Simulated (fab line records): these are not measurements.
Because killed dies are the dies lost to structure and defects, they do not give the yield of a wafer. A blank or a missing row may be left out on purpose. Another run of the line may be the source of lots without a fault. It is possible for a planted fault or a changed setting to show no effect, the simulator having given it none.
fab line records	flow nand_harc
[record] lots = 24	wafers = 72	last_day = 24
route steps=1159 shown P_GATE@205 P_CONTACT@218 P_M2@330
lots untouched by any fault: they come from a run of this same line in which no faults occurred
start_h: hours from the record's opening day to when the first of the lot's shown wafers began	wait_h: hours since the lot's step before	" repeats the value in the row above	L1.1+2: several wafers, shown together as one row	- no value, or no start given	* or withheld: withheld	< > ~ a bound
route shown NAME@n: NAME is a module with steps in the file, n the number in the route of the first one	usual: average and standard deviation across the fault-free wafers	same: alike in all rows	chamber/n: place in a boat	sites: readings site by site	_std_site: standard deviation across them	_edge_site: mean of outer sites minus mean of inner sites	radius_mm: for every site, how far away it sits from the centre of the wafer	mask NAME#n: copy n	behind: the last tool/chamber to shape the wafer	hold: why the lot was held/for how many hours/how that ended	device: which transistor (n, p or np) failed to switch	end of line: at the end of the route, the tests of the same wafers	a step with no rows: only its recipe	killed: count of dies lost to structure and defects at first sort (not the wafer's yield)	map: a wafer's dies, x killed, . not, _ none there
set.NAME: the setting that was run; set.NAME@STEP: the one run at that earlier step	model.NAME: the simulator's own value behind a step, which no gauge read
one table for each step of the route and one row for each wafer, over a sample of lots
services: the hour from which a tool's chamber was out of use, counted from the record's first day as start_h (under 0 if before that day), plus the number of hours and why
[[steps]]
[step NHARC_P_GATE_STRIP_95]
[recipe] power_w = 1500	temp_c = 250	chemistry = O2
[usual] drypump_motor_current_A = 5.7/0.59	heater_power_w = 349/20	rf_refl_power_W = 20/4.7
lot.wafer	tool	chamber	start_h	wait_h	drypump_motor_current_A	heater_power_w	rf_hours_counter_h	rf_refl_power_W
L076.2	plasma_asher-02	0	112.66	0.6	6.4	372	35	13
L076.6	"	0	"	"	6.4	364	-	14
L076.5	"	1	"	"	5.1	351	-	21
L075.1	plasma_asher-01	0	113.49	0.5	5.2	309	3	27
L075.3	"	0	"	"	5.2	310	-	27
L075.6	"	0	"	"	5.2	312	-	27
L074.1	plasma_asher-02	1	114.37	0.5	5.2	349	36	23
L074.3	"	0	"	"	6.4	379	-	13
L074.4	"	1	"	"	5.1	351	-	23
L077.2	plasma_asher-02	0	124.68	0.5	6.4	377	40	14
L077.4	"	1	"	"	5.2	353	-	23
L077.3	"	0	"	"	6.4	386	-	13
L078.4	plasma_asher-01	1	125.26	0.4	6.2	357	-	19
L078.3	"	0	"	"	5.2	303	-	27
L078.6	"	0	"	"	5.2	301	-	27
L079.3	plasma_asher-02	0	132.36	0.4	6.4	371	-	15
L079.4	"	1	"	"	5.1	343	-	23
L079.5	"	1	"	"	5.1	353	-	23
L080.2	plasma_asher-02	1	143.79	0.6	5.2	352	47	24
L080.6	"	1	"	"	5.1	356	-	24
L080.5	"	0	"	"	6.4	362	-	13
L081.2	plasma_asher-02	0	148.43	0.6	6.4	375	48	14
L081.4	"	0	"	"	6.4	375	-	14
L081.3	"	1	"	"	5.1	343	-	22
L083.2	plasma_asher-01	0	159.25	0.5	5.2	311	17	27
L083.4	"	1	"	"	6.2	358	-	20
L083.6	"	1	"	"	6.2	355	-	20
L082.1	plasma_asher-02	0	159.53	0.6	6.4	373	51	14
L082.4	"	1	"	"	5.1	358	-	24
L082.6	"	1	"	"	5.1	347	-	23
L084.1	plasma_asher-02	0	171.67	0.6	6.4	382	55	14
L084.2	"	1	"	"	5.1	346	55	22
L084.3	"	0	"	"	6.4	378	-	14
L086.1	plasma_asher-01	1	183.72	0.5	6.2	347	25	20
L086.3	"	0	"	"	5.1	311	-	26
L086.4	"	1	"	"	6.2	359	-	20
L087.1	plasma_asher-01	0	184.48	0.6	5.1	316	26	26
L087.3	"	0	"	"	5.2	307	-	27
L087.5	"	0	"	"	5.2	310	-	28
L085.3	plasma_asher-01	0	187.06	0.3	5.1	310	-	27
L085.6	"	1	"	"	6.2	353	-	20
L085.5	"	0	"	"	5.1	314	-	27
L089.1	plasma_asher-02	0	203.36	0.5	6.4	345	3	14
L089.4	"	0	"	"	6.4	355	-	14
L089.5	"	0	"	"	6.4	355	-	14
L090.1	plasma_asher-02	0	206.28	0.5	6.4	364	4	13
L090.4	"	0	"	"	6.4	352	-	14
L090.5	"	1	"	"	5.1	359	-	24
L088.2	plasma_asher-02	0	209.88	0.6	6.4	362	6	14
L088.1	"	1	"	"	5.2	366	6	22
L088.3	"	0	"	"	6.4	348	-	14
L091.1	plasma_asher-02	0	211.23	0.5	6.4	355	7	13
L091.3	"	1	"	"	5.2	356	-	22
L091.6	"	0	"	"	6.4	357	-	14
L092.1	plasma_asher-02	1	215.97	0.5	5.1	356	9	23
L092.3	"	0	"	"	6.4	359	-	14
L092.6	"	0	"	"	6.4	359	-	14
L093.1	plasma_asher-02	1	217.46	0.6	5.1	341	10	24
L093.3	"	1	"	"	5.1	350	-	24
L093.6	"	0	"	"	6.4	357	-	15
L094.1	plasma_asher-02	1	223.80	0.6	5.1	354	12	23
L094.2	"	0	"	"	6.4	357	12	14
L094.4	"	0	"	"	6.4	361	-	14
L095.1	plasma_asher-01	1	231.35	0.6	6.2	352	43	19
L095.4	"	0	"	"	5.2	312	-	26
L095.5	"	1	"	"	6.2	352	-	20
L096.1	plasma_asher-01	1	237.76	0.6	6.2	357	45	19
L096.2	"	0	"	"	5.2	309	45	27
L096.6	"	0	"	"	5.2	311	-	27
L097.2	plasma_asher-02	1	239.94	0.6	5.1	353	18	23
L097.3	"	1	"	"	5.1	357	-	22
L097.6	"	1	"	"	5.1	354	-	23
[step NHARC_P_GATE_RTA_80]
[recipe] temp_c = 300	time_s = 30
[usual] lamp_power_pct = 1.96/0.3	lamp_zone_6_pct = 1.94/0.29	wafer_temp_C_max = 301.4/0.39
lot.wafer	tool	chamber	start_h	wait_h	lamp_power_pct	lamp_zone_6_pct	wafer_temp_C_max
L076.2	rtp_anneal-02	0	113.96	-	1.63	1.62	300.6
L076.5	"	0	"	"	1.63	1.62	301.0
L076.6	"	0	"	"	1.63	1.62	301.0
L075.1	rtp_anneal-02	0	114.87	-	1.64	1.62	300.9
L075.3	"	0	"	"	1.65	1.63	301.2
L075.6	"	0	"	"	1.64	1.63	301.1
L074.1	rtp_anneal-02	0	115.72	-	1.64	1.62	301.4
L074.3	"	0	"	"	1.64	1.62	301.4
L074.4	"	0	"	"	1.64	1.62	301.6
L077.2	rtp_anneal-02	0	125.87	-	1.63	1.61	300.8
L077.3	"	0	"	"	1.63	1.61	301.6
L077.4	"	0	"	"	1.63	1.61	300.8
L078.3	rtp_anneal-02	0	126.52	-	1.63	1.61	300.9
L078.4	"	0	"	"	1.63	1.62	300.6
L078.6	"	0	"	"	1.63	1.62	300.8
L079.3	rtp_anneal-01	0	133.84	-	2.23	2.21	301.4
L079.4	"	0	"	"	2.23	2.21	301.7
L079.5	"	0	"	"	2.23	2.21	301.5
L080.2	rtp_anneal-01	0	144.99	-	2.24	2.22	301.4
L080.5	"	0	"	"	2.24	2.21	301.4
L080.6	"	0	"	"	2.24	2.22	301.8
L081.2	rtp_anneal-01	0	149.62	-	2.23	2.21	300.9
L081.3	"	0	"	"	2.23	2.21	301.4
L081.4	"	0	"	"	2.23	2.21	301.9
L083.2	rtp_anneal-02	0	160.45	-	1.63	1.61	301.1
L083.4	"	0	"	"	1.63	1.62	301.1
L083.6	"	0	"	"	1.63	1.62	301.2
L082.1	rtp_anneal-01	0	160.73	-	2.23	2.21	301.3
L082.4	"	0	"	"	2.23	2.21	301.4
L082.6	"	0	"	"	2.23	2.21	301.0
L084.1	rtp_anneal-01	0	172.84	-	2.23	2.21	301.5
L084.2	"	0	"	"	2.23	2.21	301.1
L084.3	"	0	"	"	2.23	2.21	301.5
L086.1	rtp_anneal-01	0	184.87	-	2.23	2.21	301.8
L086.3	"	0	"	"	2.23	2.21	300.9
L086.4	"	0	"	"	2.23	2.21	301.6
L087.1	rtp_anneal-02	0	185.70	-	1.63	1.62	301.7
L087.3	"	0	"	"	1.63	1.62	301.0
L087.5	"	0	"	"	1.63	1.62	301.1
L085.3	rtp_anneal-01	0	188.47	-	2.23	2.21	301.3
L085.5	"	0	"	"	2.23	2.20	301.9
L085.6	"	0	"	"	2.23	2.21	301.7
L089.1	rtp_anneal-02	0	204.51	-	1.63	1.61	301.0
L089.4	"	0	"	"	1.63	1.61	301.1
L089.5	"	0	"	"	1.63	1.62	301.0
L090.1	rtp_anneal-01	0	207.60	-	2.23	2.21	302.0
L090.4	"	0	"	"	2.23	2.21	302.6
L090.5	"	0	"	"	2.23	2.21	301.1
L088.1	rtp_anneal-01	0	211.20	-	2.23	2.21	301.7
L088.2	"	0	"	"	2.23	2.21	301.5
L088.3	"	0	"	"	2.23	2.21	302.4
L091.1	rtp_anneal-01	0	212.56	-	2.23	2.21	301.4
L091.3	"	0	"	"	2.23	2.21	300.9
L091.6	"	0	"	"	2.23	2.21	301.3
L092.1	rtp_anneal-02	0	217.12	-	1.63	1.62	301.2
L092.3	"	0	"	"	1.63	1.62	301.5
L092.6	"	0	"	"	1.63	1.62	300.9
L093.1	rtp_anneal-02	0	219.28	-	1.63	1.61	301.3
L093.3	"	0	"	"	1.63	1.61	301.6
L093.6	"	0	"	"	1.63	1.62	301.5
L094.1	rtp_anneal-01	0	224.96	-	2.23	2.21	301.3
L094.2	"	0	"	"	2.24	2.21	301.4
L094.4	"	0	"	"	2.24	2.21	301.1
L095.1	rtp_anneal-01	0	232.51	-	2.23	2.21	301.3
L095.4	"	0	"	"	2.23	2.21	301.9
L095.5	"	0	"	"	2.23	2.21	302.1
L096.1	rtp_anneal-01	0	238.94	-	2.23	2.21	301.3
L096.2	"	0	"	"	2.23	2.21	302.0
L096.6	"	0	"	"	2.23	2.20	302.0
L097.2	rtp_anneal-02	0	241.13	-	1.63	1.62	301.9
L097.3	"	0	"	"	1.63	1.62	301.7
L097.6	"	0	"	"	1.63	1.61	301.1
[step NHARC_P_CONTACT_DEP_00]
[recipe] target_thk_a = 5000	temp_c = 400	pressure_torr = 6.5	rf_w = 900	teos_flow_sccm = 161.4	flow_sccm = 2650	target_thk_nm = 500	gas = O2	material = SiO2
[usual] heater_power_w = 557/130	rf_fwd_power_W = 898.2/2.9	throttle_valve_pct = 16.0/0.67
lot.wafer	tool	chamber	start_h	wait_h	heater_power_w	rf_fwd_power_W	throttle_valve_pct
L076.2	pecvd-02	0	-	-	587	901.9	16.7
L076.6	"	0	"	"	633	903.3	17.0
L076.5	"	1	"	"	399	904.0	16.8
L075.3	pecvd-02	2	-	-	540	895.2	15.8
L075.1	"	0	"	"	675	902.6	17.0
L075.6	"	0	"	"	696	900.2	17.2
L074.3	pecvd-01	0	-	-	625	897.9	15.3
L074.1	"	1	"	"	365	901.2	15.6
L074.4	"	1	"	"	389	899.7	15.5
L077.3	pecvd-01	0	-	-	640	893.9	15.2
L077.2	"	1	"	"	474	898.0	15.1
L077.4	"	0	"	"	655	894.1	15.3
L078.3	pecvd-02	2	-	-	561	896.5	15.9
L078.4	"	0	"	"	754	898.9	16.8
L078.6	"	1	"	"	482	895.5	17.1
L079.3	pecvd-01	1	-	-	468	895.9	15.5
L079.4	"	1	"	"	481	894.9	15.3
L079.5	"	2	"	"	387	899.2	15.9
L080.2	pecvd-02	0	-	-	715	894.4	16.8
L080.5	"	1	"	"	505	899.5	16.7
L080.6	"	0	"	"	739	895.7	17.0
L081.3	pecvd-02	1	-	-	440	898.7	17.0
L081.2	"	0	"	"	610	899.6	16.9
L081.4	"	1	"	"	466	896.9	16.7
L083.2	pecvd-01	1	-	-	370	896.3	15.3
L083.6	"	0	"	"	681	900.4	15.6
L083.4	"	1	"	"	390	896.4	15.8
L082.1	pecvd-04	2	-	-	502	897.2	15.2
L082.6	"	1	"	"	652	898.0	15.9
L082.4	"	2	"	"	536	895.6	15.2
L084.2	pecvd-01	2	-	-	395	901.5	16.0
L084.3	"	0	"	"	651	895.8	15.6
L084.1	"	1	"	"	398	898.8	15.5
L086.3	pecvd-04	2	-	-	495	898.2	15.2
L086.1	"	0	"	"	650	895.0	15.4
L086.4	"	1	"	"	837	896.1	16.2
L087.1	pecvd-02	1	-	-	485	900.0	16.8
L087.3	"	2	"	"	476	901.0	15.6
L087.5	"	1	"	"	503	895.1	16.7
L085.3	pecvd-04	0	-	-	588	899.7	15.5
L085.5	"	2	"	"	550	901.6	15.4
L085.6	"	0	"	"	619	895.0	15.5
L089.1	pecvd-01	0	-	-	551	893.2	15.4
L089.4	"	2	"	"	352	895.9	16.2
L089.5	"	0	"	"	613	899.7	15.8
L090.1	pecvd-02	2	-	-	621	896.2	15.5
L090.4	"	2	"	"	456	896.7	15.4
L090.5	"	1	"	"	412	898.7	16.7
L088.1	pecvd-04	2	-	-	518	897.5	15.6
L088.2	"	0	"	"	745	896.2	14.6
L088.3	"	1	"	"	760	895.0	15.2
L091.1	pecvd-04	2	-	-	548	899.8	15.5
L091.3	"	0	"	"	671	899.5	14.4
L091.6	"	2	"	"	403	898.8	15.7
L092.1	pecvd-02	1	-	-	540	896.9	17.0
L092.3	"	2	"	"	613	895.2	15.5
L092.6	"	2	"	"	465	893.8	15.3
L093.1	pecvd-02	1	-	-	457	897.1	16.4
L093.3	"	0	"	"	730	894.4	16.4
L093.6	"	1	"	"	481	900.3	17.0
L094.1	pecvd-02	0	-	-	710	900.5	16.7
L094.2	"	1	"	"	484	898.9	16.9
L094.4	"	1	"	"	519	897.2	16.9
L095.1	pecvd-01	1	-	-	381	897.5	15.6
L095.5	"	2	"	"	352	897.5	16.3
L095.4	"	0	"	"	695	894.8	15.2
L096.1	pecvd-02	2	-	-	593	896.4	15.2
L096.2	"	1	"	"	533	902.9	16.7
L096.6	"	1	"	"	535	903.1	16.6
L097.2	pecvd-02	1	-	-	444	891.5	16.8
L097.3	"	2	"	"	601	897.4	15.4
L097.6	"	1	"	"	464	901.7	16.8
[step NHARC_P_CONTACT_CVD_23]
[recipe] target_thk_a = 2000	temp_c = 300	pressure_torr = 40	wf6_flow_sccm = 40	h2_flow_sccm = 1600	ar_flow_sccm = 1560	time_s = 557	material = W
[usual] heater_power_w = 471/41	throttle_valve_pct = 7.9/0.38
lot.wafer	tool	chamber	start_h	wait_h	heater_power_w	throttle_valve_pct
L076.2	cvd_w-02	0	-	-	526	7.8
L076.5	"	0	"	"	533	7.8
L076.6	"	1	"	"	493	8.0
L075.1	cvd_w-01	1	-	-	414	8.7
L075.3	"	0	"	"	484	7.3
L075.6	"	1	"	"	413	8.3
L074.1	cvd_w-01	0	-	-	492	7.5
L074.3	"	0	"	"	463	7.5
L074.4	"	1	"	"	421	8.1
L077.2	cvd_w-01	1	-	-	398	8.4
L077.4	"	1	"	"	411	8.4
L077.3	"	0	"	"	470	7.5
L078.4	cvd_w-01	0	-	-	471	7.3
L078.3	"	1	"	"	414	8.3
L078.6	"	0	"	"	467	7.4
L079.4	cvd_w-02	1	-	-	508	8.0
L079.3	"	0	"	"	529	8.0
L079.5	"	1	"	"	502	7.7
L080.2	cvd_w-01	1	-	-	410	8.2
L080.5	"	1	"	"	414	8.6
L080.6	"	0	"	"	484	7.7
L081.2	cvd_w-01	1	-	-	411	8.2
L081.4	"	1	"	"	414	8.5
L081.3	"	0	"	"	486	7.5
L083.2	cvd_w-02	0	-	-	508	7.8
L083.4	"	1	"	"	515	7.7
L083.6	"	0	"	"	532	7.9
L082.1	cvd_w-02	0	-	-	524	8.0
L082.4	"	0	"	"	514	8.2
L082.6	"	1	"	"	502	7.9
L084.1	cvd_w-01	0	-	-	481	7.4
L084.2	"	1	"	"	414	8.3
L084.3	"	0	"	"	482	7.5
L086.1	cvd_w-02	1	-	-	512	7.8
L086.4	"	0	"	"	526	7.8
L086.3	"	1	"	"	498	7.9
L087.1	cvd_w-01	1	-	-	404	8.7
L087.3	"	1	"	"	416	8.4
L087.5	"	1	"	"	419	8.5
L085.3	cvd_w-01	0	-	-	478	7.4
L085.6	"	1	"	"	425	8.2
L085.5	"	0	"	"	487	7.6
L089.1	cvd_w-01	0	-	-	486	7.7
L089.4	"	0	"	"	470	7.6
L089.5	"	1	"	"	417	8.4
L090.1	cvd_w-01	0	-	-	471	7.4
L090.4	"	0	"	"	485	7.8
L090.5	"	1	"	"	406	8.8
L088.1	cvd_w-01	1	-	-	402	8.4
L088.2	"	0	"	"	476	7.6
L088.3	"	1	"	"	417	8.3
L091.1	cvd_w-02	1	-	-	494	7.9
L091.3	"	0	"	"	527	7.6
L091.6	"	1	"	"	493	8.0
L092.1	cvd_w-01	0	-	-	481	7.3
L092.3	"	1	"	"	420	8.4
L092.6	"	0	"	"	479	7.7
L093.1	cvd_w-01	0	-	-	486	7.5
L093.3	"	0	"	"	488	7.5
L093.6	"	0	"	"	490	7.5
L094.2	cvd_w-01	0	-	-	478	7.5
L094.1	"	1	"	"	406	8.2
L094.4	"	1	"	"	418	8.5
L095.1	cvd_w-02	1	-	-	498	7.9
L095.4	"	0	"	"	534	7.5
L095.5	"	1	"	"	495	7.7
L096.2	cvd_w-02	0	-	-	512	7.8
L096.1	"	1	"	"	489	7.7
L096.6	"	0	"	"	519	7.8
L097.2	cvd_w-02	1	-	-	495	7.7
L097.3	"	0	"	"	517	7.7
L097.6	"	1	"	"	500	7.6
[step NHARC_P_M2_INSPECT_11]
[usual] raw_defect_count = 4.0/2.1
lot.wafer	tool	chamber	start_h	wait_h	raw_defect_count
L076.2	defect_inspect-02	-	134.65	0.0	2
L076.5	"	-	"	"	4
L076.6	"	-	"	"	3
L075.1	defect_inspect-02	-	135.63	0.0	3
L075.3	"	-	"	"	4
L075.6	"	-	"	"	3
L074.1	defect_inspect-01	-	136.05	0.0	6
L074.3	"	-	"	"	4
L074.4	"	-	"	"	5
L077.2	defect_inspect-02	-	145.32	0.0	4
L077.3	"	-	"	"	4
L077.4	"	-	"	"	2
L078.3	defect_inspect-02	-	145.66	0.0	4
L078.4	"	-	"	"	2
L078.6	"	-	"	"	1
L079.3	defect_inspect-01	-	152.92	0.0	8
L079.4	"	-	"	"	8
L079.5	"	-	"	"	6
L080.2	defect_inspect-02	-	159.83	0.0	4
L080.5	"	-	"	"	5
L080.6	"	-	"	"	4
L081.2	defect_inspect-01	-	170.22	0.0	1
L081.3	"	-	"	"	5
L081.4	"	-	"	"	3
L083.2	defect_inspect-02	-	179.74	0.0	3
L083.4	"	-	"	"	2
L083.6	"	-	"	"	7
L082.1	defect_inspect-02	-	180.46	0.0	7
L082.4	"	-	"	"	6
L082.6	"	-	"	"	6
L084.1	defect_inspect-02	-	189.40	0.0	8
L084.2	"	-	"	"	2
L084.3	"	-	"	"	2
L086.1	defect_inspect-02	-	200.53	0.0	2
L086.3	"	-	"	"	7
L086.4	"	-	"	"	2
L087.1	defect_inspect-01	-	200.83	0.0	5
L087.3	"	-	"	"	4
L087.5	"	-	"	"	6
L085.3	defect_inspect-01	-	203.55	0.0	0
L085.5	"	-	"	"	2
L085.6	"	-	"	"	3
L089.1	defect_inspect-01	-	222.45	0.0	4
L089.4	"	-	"	"	3
L089.5	"	-	"	"	4
L090.1	defect_inspect-01	-	225.28	0.0	2
L090.4	"	-	"	"	3
L090.5	"	-	"	"	4
L088.1	defect_inspect-01	-	226.85	0.0	2
L088.2	"	-	"	"	4
L088.3	"	-	"	"	2
L091.1	defect_inspect-01	-	227.36	0.0	8
L091.3	"	-	"	"	3
L091.6	"	-	"	"	2
L092.1	defect_inspect-01	-	236.63	0.0	3
L092.3	"	-	"	"	3
L092.6	"	-	"	"	3
L093.1	defect_inspect-01	-	236.96	0.0	6
L093.3	"	-	"	"	1
L093.6	"	-	"	"	7
L094.1	defect_inspect-01	-	240.21	0.0	5
L094.2	"	-	"	"	4
L094.4	"	-	"	"	3
L095.1	defect_inspect-02	-	247.11	0.0	4
L095.4	"	-	"	"	4
L095.5	"	-	"	"	4
L096.1	defect_inspect-01	-	253.83	0.0	4
L096.2	"	-	"	"	2
L096.6	"	-	"	"	6
L097.2	defect_inspect-01	-	259.05	0.0	8
L097.3	"	-	"	"	7
L097.6	"	-	"	"	5
[step NHARC_P_M2_DESCUM_14]
[recipe] time_s = 3	o2_flow_sccm = 200	ar_flow_sccm = 0	bias_power_w = 0	chemistry = O2
[usual] drypump_motor_current_A = 5.57/0.22	oes_product_au = 0.998/0.015	rf_vpp_V = 57.7/0.92	showerhead_plenum_p_Torr = 1.87/0.076	throttle_valve_pct = 11.310/0.0096
lot.wafer	tool	chamber	start_h	wait_h	drypump_motor_current_A	oes_product_au	rf_hours_counter_h	rf_vpp_V	showerhead_plenum_p_Torr	throttle_valve_pct
L076.2	rie_diel-03	1	134.72	0.1	5.25	0.979	31	56.6	1.85	11.313
L076.5	"	1	"	"	5.27	0.981	-	59.5	1.86	11.318
L076.6	"	2	"	"	5.75	1.003	-	58.1	1.99	11.312
L075.1	rie_diel-05	2	135.71	0.1	5.74	1.018	5	56.9	1.79	11.288
L075.3	"	3	"	"	5.35	1.027	5	58.5	1.91	11.309
L075.6	"	2	"	"	5.77	1.009	-	57.5	1.79	11.313
L074.4	rie_diel-05	2	136.11	0.1	5.76	1.012	5	57.8	1.79	11.296
L074.3	"	3	"	"	5.35	1.011	5	58.9	1.91	11.298
L074.1	"	0	"	"	5.71	1.002	5	58.4	1.95	11.308
L077.3	rie_diel-05	0	145.38	0.1	5.72	1.005	5	57.4	1.95	11.322
L077.4	"	1	"	"	5.38	1.016	5	56.7	1.79	11.303
L077.2	"	3	"	"	5.37	1.020	5	57.5	1.91	11.304
L078.4	rie_diel-12	2	145.72	0.1	5.95	1.011	20	58.6	2.06	11.319
L078.3	"	0	"	"	6.10	0.999	21	57.2	1.79	11.307
L078.6	"	2	"	"	5.97	1.000	-	58.7	2.06	11.290
L079.3	rie_diel-05	1	153.00	0.1	5.39	1.024	6	57.0	1.79	11.298
L079.5	"	3	"	"	5.41	1.010	-	55.1	1.91	11.305
L079.4	"	0	"	"	5.71	0.994	-	58.1	1.95	11.311
L080.2	rie_diel-05	0	159.89	0.1	5.71	1.001	6	57.6	1.95	11.309
L080.6	"	0	"	"	5.72	1.008	-	58.3	1.95	11.299
L080.5	"	1	"	"	5.39	1.029	-	56.7	1.79	11.322
L081.3	rie_diel-03	1	170.28	0.1	5.26	0.970	44	56.8	1.85	11.303
L081.4	"	3	"	"	5.17	0.998	39	59.3	1.85	11.321
L081.2	"	0	"	"	5.66	1.002	40	59.7	1.94	11.313
L083.2	rie_diel-05	3	179.84	0.1	5.36	0.998	0	57.8	1.91	11.310
L083.6	"	0	"	"	5.69	0.988	-	57.3	1.95	11.314
L083.4	"	3	"	"	5.38	0.991	-	57.1	1.91	11.306
L082.1	rie_diel-05	3	180.52	0.1	5.35	0.988	0	57.6	1.91	11.298
L082.4	"	3	"	"	5.32	0.990	-	58.4	1.91	11.312
L082.6	"	2	"	"	5.73	1.000	-	57.5	1.79	11.318
L084.2	rie_diel-05	3	189.46	0.1	5.37	0.983	1	56.7	1.91	11.293
L084.3	"	0	"	"	5.73	0.971	1	59.7	1.95	11.320
L084.1	"	1	"	"	5.39	0.988	0	57.2	1.79	11.313
L086.1	rie_diel-05	2	200.60	0.1	5.73	1.004	1	57.4	1.79	11.326
L086.3	"	3	"	"	5.39	0.991	1	58.9	1.91	11.301
L086.4	"	0	"	"	5.69	0.974	1	57.6	1.95	11.317
L087.3	rie_diel-03	1	200.90	0.1	5.25	0.990	57	56.5	1.85	11.313
L087.1	"	2	"	"	5.73	1.014	56	57.6	1.99	11.293
L087.5	"	2	"	"	5.77	0.998	-	59.1	1.99	11.318
L085.3	rie_diel-05	1	203.62	0.1	5.41	0.981	1	58.0	1.79	11.313
L085.6	"	0	"	"	5.70	0.980	-	57.4	1.95	11.306
L085.5	"	1	"	"	5.41	1.000	-	56.9	1.79	11.308
L089.1	rie_diel-05	3	222.51	0.1	5.34	1.002	2	58.7	1.91	11.299
L089.4	"	2	"	"	5.72	1.006	-	57.4	1.79	11.305
L089.5	"	3	"	"	5.34	1.010	-	56.4	1.91	11.318
L090.1	rie_diel-03	1	225.35	0.1	5.26	0.978	0	56.9	1.85	11.321
L090.4	"	2	"	"	5.75	1.017	0	57.5	1.98	11.313
L090.5	"	1	"	"	5.26	0.985	-	57.4	1.85	11.299
L088.3	rie_diel-05	0	226.91	0.1	5.71	0.984	2	59.3	1.95	11.289
L088.2	"	2	"	"	5.77	1.005	2	57.5	1.79	11.345
L088.1	"	3	"	"	5.33	0.998	2	58.5	1.91	11.309
L091.3	rie_diel-03	0	227.44	0.1	5.64	0.973	0	57.6	1.94	11.309
L091.1	"	1	"	"	5.26	0.973	1	56.1	1.85	11.333
L091.6	"	3	"	"	5.16	0.997	-	57.9	1.84	11.301
L092.3	rie_diel-05	2	236.71	0.1	5.79	1.001	3	57.3	1.79	11.304
L092.1	"	3	"	"	5.33	1.003	3	58.8	1.91	11.312
L092.6	"	1	"	"	5.38	0.985	-	56.9	1.79	11.303
L093.3	rie_diel-12	0	237.03	0.1	6.09	1.003	4	58.1	1.78	11.309
L093.1	"	2	"	"	5.97	1.005	4	59.2	2.05	11.310
L093.6	"	0	"	"	6.10	1.007	-	57.9	1.78	11.307
L094.2	rie_diel-05	1	240.27	0.1	5.41	0.996	2	58.6	1.79	11.297
L094.1	"	2	"	"	5.76	1.010	3	57.1	1.79	11.319
L094.4	"	0	"	"	5.73	0.977	3	57.6	1.95	11.321
L095.1	rie_diel-05	2	247.20	0.1	5.76	1.000	3	57.4	1.79	11.313
L095.4	"	0	"	"	5.68	0.980	-	57.3	1.95	11.301
L095.5	"	2	"	"	5.74	1.012	-	56.0	1.79	11.318
L096.1	rie_diel-05	3	253.90	0.1	5.36	0.997	3	57.3	1.91	11.315
L096.2	"	1	"	"	5.39	0.992	2	56.9	1.79	11.298
L096.6	"	2	"	"	5.74	1.003	-	56.8	1.79	11.326
L097.2	rie_diel-05	2	259.11	0.1	5.78	1.010	4	57.7	1.79	11.295
L097.3	"	3	"	"	5.33	0.989	3	58.1	1.91	11.312
L097.6	"	2	"	"	5.76	1.014	-	56.6	1.79	11.319
[[services]]
tool	chamber	start_h	hours	kind
rie_diel-05	1	88.91	4.1	repair
rie_diel-12	-	94.36	0.2	repair
plasma_asher-01	-	99.00	9.0	pm
rie_diel-12	-	102.47	0.4	repair
cvd_w-01	-	112.01	13.0	pm
rie_diel-03	0	133.06	6.9	repair
rie_diel-05	2	147.80	9.8	repair
pecvd-02	-	153.00	13.0	pm
rie_diel-05	-	163.60	9.0	pm
cvd_w-01	1	163.66	6.1	repair
plasma_asher-02	-	183.00	9.0	pm
rie_diel-05	-	193.21	0.1	repair
plasma_asher-01	-	194.09	2.6	repair
cvd_w-02	-	195.00	13.0	pm
pecvd-04	-	196.30	13.0	pm
rie_diel-12	-	202.40	9.0	pm
rie_diel-03	-	215.32	9.0	pm
rie_diel-05	1	217.38	12.8	repair
rie_diel-05	0	221.54	1.6	repair
rie_diel-03	0	231.06	2.7	repair
pecvd-01	-	237.34	13.0	pm
rie_diel-05	3	243.16	6.4	repair
plasma_asher-02	-	251.80	2.4	repair
plasma_asher-02	-	258.98	4.4	repair
[[key]]
fault none
